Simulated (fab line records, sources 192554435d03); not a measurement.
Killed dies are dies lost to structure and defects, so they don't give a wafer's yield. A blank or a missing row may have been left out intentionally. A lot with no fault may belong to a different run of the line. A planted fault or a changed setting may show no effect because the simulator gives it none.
Problem report in the 8D (eight disciplines) form, filled by code || flow n5 finfet || the parts of the form that need people (team, actions taken, sign-off) are left out

## 1. WHAT WENT WRONG
susceptor temp C at N5_BEOL_M7_ILD_DEP_00 reads a mean of 297.54 C on 2 wafers of 2 lots; wafers without a fault read 299.99 C with a standard deviation of 0.19. That puts it -13 standard deviations away from the usual mean.
The step: deposits SiCOH lowk from DEMS/porogen, target thk 179.75 nm, time 33.4 s.
First seen on wafer L333.5, day 12 18:49, on pecvd-02. The record holds 33 wafers of 11 lots with a number at this step. Rule for "out" (also "out of limits"): further than 4 standard deviations from the usual mean. All remaining wafers that have a number are taken as sound.

## 2. WHAT THIS IS AND IS NOT
{"question": "which readings at this step", "is": "susceptor temp C", "is not": "heater power w, rf fwd power W, showerhead plenum p Torr, throttle valve pct"}
{"question": "which lots", "is": "L333, L337", "is not": "L318, L321, L325, L326, L327, L329, L330, L334, L340"}
{"question": "which wafers of those lots", "is": "L333.5, L337.6", "is not": "L333.4, L333.6, L337.2, L337.4"}
{"question": "read on which tools", "is": "pecvd-02", "is not": "pecvd-01, pecvd-04"}
{"question": "when", "is": "from day 12 18:49", "is not": "up to then (26 sound wafers); but 5 sound wafers of L337, L340 came after"}

## 3. THE SUSPECTS, EACH WITH WHAT RULES IT OUT
Counting: if a tool at a process step up to the reading ran every lot that is out, it stays a suspect. Sound lots after the first of them don't rule it out here, since some wafers of a struck lot are sound.
- pecvd-02 at N5_BEOL_M7_ILD_DEP_00 (deposits SiCOH lowk from DEMS/porogen, target thk 179.75 nm, time 33.4 s): kept. It processed each lot that is out (first: L333, day 12 18:49); up to then, its last sound lot is L330 (day 12 01:09). Its own susceptor temp C readings are out on those wafers.
- Within pecvd-02 at N5_BEOL_M7_ILD_DEP_00: the wafers that are out ran in chamber 1; their sound lot-mates ran in chambers 0, 2.
The count leaves pecvd-02 at N5_BEOL_M7_ILD_DEP_00.

## 4. THE CAUSE (what the simulator had put in)
pecvd-02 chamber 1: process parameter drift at N5_BEOL_M7_ILD_DEP_00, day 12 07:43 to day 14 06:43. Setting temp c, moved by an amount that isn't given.
The count eliminated every tool but this one.

## 5. THE CHAIN OF EFFECTS, in route order
Each row: a reading where the mean over the struck wafers with a number is more than 3 standard deviations away from the usual. Scope: only readings with a usual standard deviation given in the record; hours: median across lots of the time from each lot's start at the first step in this table that gives one to its start at this step; sigmas: change in usual standard deviations.
{"hours": 0, "step": "N5_BEOL_M7_ILD_DEP_00", "reading": "susceptor temp C", "usual": "299.99 C", "on struck wafers": 297.54, "change": -2.45, "sigmas": -13}
It contains these process steps:
- N5_BEOL_M7_ILD_DEP_00: deposits SiCOH lowk from DEMS/porogen, target thk 179.75 nm, time 33.4 s.

## 6. WHAT WOULD HAVE CAUGHT IT SOONER
In this record the first reading out of limits was taken at day 12 18:49, 11 hours after the fault began at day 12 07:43.
